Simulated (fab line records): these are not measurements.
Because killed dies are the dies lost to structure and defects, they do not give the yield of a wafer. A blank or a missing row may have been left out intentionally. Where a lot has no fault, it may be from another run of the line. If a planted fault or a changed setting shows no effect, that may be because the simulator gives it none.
Problem report, 8D (eight disciplines) form, completed by code	flow n5 finfet	the parts of the form that need people (team, actions taken, sign-off) are left out

## 1. WHAT IS WRONG
Wafers with no fault read 341.7 W with a standard deviation of 1.4, whereas rf fwd power W at N5_BEOL_M11_VIA_ETCH_34 reads a mean of 424.6 W on 1 wafer of 1 lot. Relative to the usual mean, that is a shift of +59 standard deviations.
The step: etches SiCOH lowk in C4F6/O2, target depth 184.5 nm, time 69.2 s.
The first sign was on wafer L778.6 at day 11 20:12, on rie diel-03. The record has a number at this step for 30 wafers belonging to 10 lots. By rule, "out" or "out of limits" means more than 4 standard deviations away from the usual mean. The rest of the wafers with a number are treated as sound.

## 2. WHAT IT IS AND WHAT IT IS NOT
question	is	is not
which readings at this step	rf fwd power W, rf vpp V	drypump motor current A, oes product au, showerhead plenum p Torr, throttle valve pct
which lots	L778	L772, L773, L775, L786, L787, L788, L791, L792, L795
which wafers of those lots	L778.6	L778.1, L778.4
read on which tools	rie diel-03	rie diel-01, rie diel-06
when	from day 11 20:12	up to then (11 sound wafers); but 18 sound wafers of L786, L787, L788, L791, L792, L795 came after

## 3. THE SUSPECTS, EACH WITH WHAT RULES IT OUT
Counting: if a tool at a process step up to the reading ran every lot that is out, it stays a suspect. Sound lots after the first of them don't rule it out here, since some wafers of a struck lot are sound.
- rie diel-03 at N5_BEOL_M11_VIA_ETCH_34 (etches SiCOH lowk in C4F6/O2, target depth 184.5 nm, time 69.2 s): kept. The lot that is out, L778, ran on it at day 11 20:12; the last sound lot it ran before that was L772, at day 10 18:37. Its own readings are out on those wafers: rf fwd power W, rf vpp V.
- Within rie diel-03 at N5_BEOL_M11_VIA_ETCH_34: the wafers that are out ran in chamber 1; their sound lot-mates ran in chamber 0.
Left after counting: rie diel-03 at N5_BEOL_M11_VIA_ETCH_34.

## 4. THE CAUSE (what the simulator had put in)
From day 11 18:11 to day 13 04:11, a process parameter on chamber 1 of rie diel-03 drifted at N5_BEOL_M11_VIA_ETCH_34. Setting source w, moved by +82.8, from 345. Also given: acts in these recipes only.
After counting, this tool was the only one left.

## 5. SEQUENCE OF EFFECTS, ordered by route
Rows list readings where the struck wafers' mean (over those with a number) sits beyond 3 standard deviations from the usual. Only readings for which the record gives a usual standard deviation are gone through. hours: the time from each lot's start at the first step in this table that gives one to its start at this step, as a median over the lots. sigmas: the change in usual standard deviations.
hours	step	reading	usual	on struck wafers	change	sigmas
0	N5_BEOL_M11_VIA_ETCH_34	rf fwd power W	341.7 W	424.6	+82.9	+59
0	N5_BEOL_M11_VIA_ETCH_34	rf vpp V	666 V	601	-65	-11
The process steps in it:
- N5_BEOL_M11_VIA_ETCH_34: etches SiCOH lowk in C4F6/O2, target depth 184.5 nm, time 69.2 s.

## 6. HOW IT WOULD HAVE BEEN CAUGHT EARLIER
The fault began at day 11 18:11; the first out-of-limits reading in this record came at day 11 20:12, 2 hours later.
